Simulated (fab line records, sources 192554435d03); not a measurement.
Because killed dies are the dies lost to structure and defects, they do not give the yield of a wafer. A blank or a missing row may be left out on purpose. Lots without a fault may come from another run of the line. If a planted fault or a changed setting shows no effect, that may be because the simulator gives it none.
Matching of chambers | flow n5 finfet | rie diel-04 running N5_BEOL_M0_SAQP_ETCH_84: 4 sister chambers
The step etches SOC in N2/H2, target depth 100 nm, overetch 20 nm, time 150 s. 4 wafers are shown with their chamber, then 8 later ones without.

== WAFERS PAIRED WITH THEIR CHAMBERS ==
wafer  | chamber | drypump motor current A (A)
L087.1 | 1       | 5.0
L087.2 | 2       | 5.0
L087.5 | 3       | 5.4
L095.1 | 0       | 5.5

== WAFERS WHOSE CHAMBER IS MISSING ==
wafer  | drypump motor current A (A)
L095.3 | 5.4
L095.6 | 5.4
L097.1 | 5.3
L097.3 | 5.0
L097.6 | 5.4
L096.1 | 5.4
L096.3 | 5.0
L096.4 | 5.5

== WHICH CHAMBER EACH WENT THROUGH ==
wafer  | from the rows above     | in truth
L095.3 | 3                       | 3
L095.6 | 3                       | 3
L097.1 | 3                       | 3
L097.3 | can't be placed: 1 or 2 | 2
L097.6 | 3                       | 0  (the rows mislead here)
L096.1 | 3                       | 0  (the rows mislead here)
L096.3 | can't be placed: 1 or 2 | 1
L096.4 | 0                       | 0
4 of 8 placed correctly. These rows do not allow placing 2 (true chamber among the candidates in 2). Wrongly placed: 2.
How it was worked out, from the rows above alone: a wafer's distance from a chamber is the root of the sum, over the readings, of the square of ((its reading less the chamber's mean) divided by the reading's scatter). If the next closest chamber is less than 2 further off than the closest, the wafer can't be placed; otherwise it belongs to the closest. A chamber's mean is the mean of its shown wafers. The scatter: with one shown wafer a chamber, the root of the mean of the squares of how far each hidden wafer lies from its nearest shown one.
